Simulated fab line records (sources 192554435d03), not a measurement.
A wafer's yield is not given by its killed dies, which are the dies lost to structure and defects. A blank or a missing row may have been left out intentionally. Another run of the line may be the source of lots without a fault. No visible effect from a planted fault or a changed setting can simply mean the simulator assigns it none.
Matching of chambers + flow n5 finfet + N5_HKMG_FIN_ETCH_67 on rie diel-05 has 4 sister chambers
The step etches SOC in N2/H2, stops on TiN, target depth 388.9 nm. 22 wafers are shown with their chamber, then 11 later ones without.

## WAFERS, EACH WITH ITS CHAMBER
| wafer  | chamber | drypump motor current A (A) | showerhead plenum p Torr (Torr) | throttle valve pct (%) |
|--------|---------|-----------------------------|---------------------------------|------------------------|
| L074.1 | 3       | 6.5                         | 2.66                            | 18.16                  |
| L074.2 | 2       | 5.5                         | 2.50                            | 17.71                  |
| L074.3 | 1       | 5.1                         | 2.63                            | 17.93                  |
| L074.4 | 0       | 5.8                         | 2.63                            | 17.66                  |
| L074.5 | 0       | 5.8                         | 2.63                            | 17.65                  |
| L074.6 | 3       | 6.5                         | 2.66                            | 18.16                  |
| L077.3 | 3       | 6.5                         | 2.65                            | 18.18                  |
| L077.5 | 1       | 5.1                         | 2.63                            | 17.95                  |
| L077.6 | 2       | 5.5                         | 2.49                            | 17.74                  |
| L079.2 | 1       | 5.1                         | 2.63                            | 17.98                  |
| L079.3 | 2       | 5.5                         | 2.49                            | 17.74                  |
| L079.6 | 1       | 5.1                         | 2.63                            | 17.97                  |
| L080.1 | 0       | 5.8                         | 2.62                            | 17.68                  |
| L080.3 | 3       | 6.5                         | 2.65                            | 18.19                  |
| L080.5 | 1       | 5.2                         | 2.63                            | 17.96                  |
| L081.1 | 1       | 5.2                         | 2.62                            | 17.99                  |
| L081.3 | 0       | 5.7                         | 2.62                            | 17.69                  |
| L081.6 | 1       | 5.1                         | 2.62                            | 17.98                  |
| L085.2 | 0       | 5.7                         | 2.62                            | 17.70                  |
| L085.3 | 3       | 6.5                         | 2.64                            | 18.21                  |
| L085.5 | 2       | 5.5                         | 2.49                            | 17.37                  |
| L086.1 | 3       | 6.5                         | 2.64                            | 18.22                  |

SIGNATURES, as means of the wafers listed above
| reading                  | chamber 0 | chamber 1 | chamber 2 | chamber 3 | scatter within a chamber |
|--------------------------|-----------|-----------|-----------|-----------|--------------------------|
| drypump motor current A  | 5.760     | 5.129     | 5.500     | 6.500     | 0.0382                   |
| showerhead plenum p Torr | 2.6240    | 2.6271    | 2.4925    | 2.6500    | 0.0064                   |
| throttle valve pct       | 17.6760   | 17.9657   | 17.6400   | 18.1867   | 0.0765                   |
Rule: distance of a wafer from a chamber = root of the sum over the readings of ((wafer's reading minus chamber's mean) / reading's scatter) squared. The wafer belongs to the nearest chamber; if the next one is less than 2 further off, it can't be placed. The scatter is the square root of a quotient: the sum, over the shown wafers, of each reading's squared deviation from its chamber's mean, divided by wafers minus chambers.

## WAFERS WHOSE CHAMBER IS MISSING
| wafer  | drypump motor current A (A) | showerhead plenum p Torr (Torr) | throttle valve pct (%) |
|--------|-----------------------------|---------------------------------|------------------------|
| L086.4 | 5.5                         | 2.49                            | 17.38                  |
| L086.6 | 5.1                         | 2.62                            | 17.99                  |
| L090.1 | 5.8                         | 2.61                            | 17.71                  |
| L090.2 | 6.5                         | 2.64                            | 18.22                  |
| L090.6 | 6.5                         | 2.64                            | 18.22                  |
| L094.1 | 5.8                         | 2.61                            | 17.73                  |
| L094.5 | 5.5                         | 2.48                            | 17.39                  |
| L094.6 | 5.2                         | 2.61                            | 18.02                  |
| L096.2 | 5.8                         | 2.60                            | 17.75                  |
| L096.3 | 6.5                         | 2.63                            | 18.24                  |
| L096.5 | 6.5                         | 2.63                            | 18.24                  |

## EACH ONE'S CHAMBER
| wafer  | from the rows above | in truth |
|--------|---------------------|----------|
| L086.4 | 2                   | 2        |
| L086.6 | 1                   | 1        |
| L090.1 | 0                   | 0        |
| L090.2 | 3                   | 3        |
| L090.6 | 3                   | 3        |
| L094.1 | 0                   | 0        |
| L094.5 | 2                   | 2        |
| L094.6 | 1                   | 1        |
| L096.2 | 0                   | 0        |
| L096.3 | 3                   | 3        |
| L096.5 | 3                   | 3        |
11 of 11 placed correctly. Left unplaced by these rows: 0. Placed wrongly: 0.
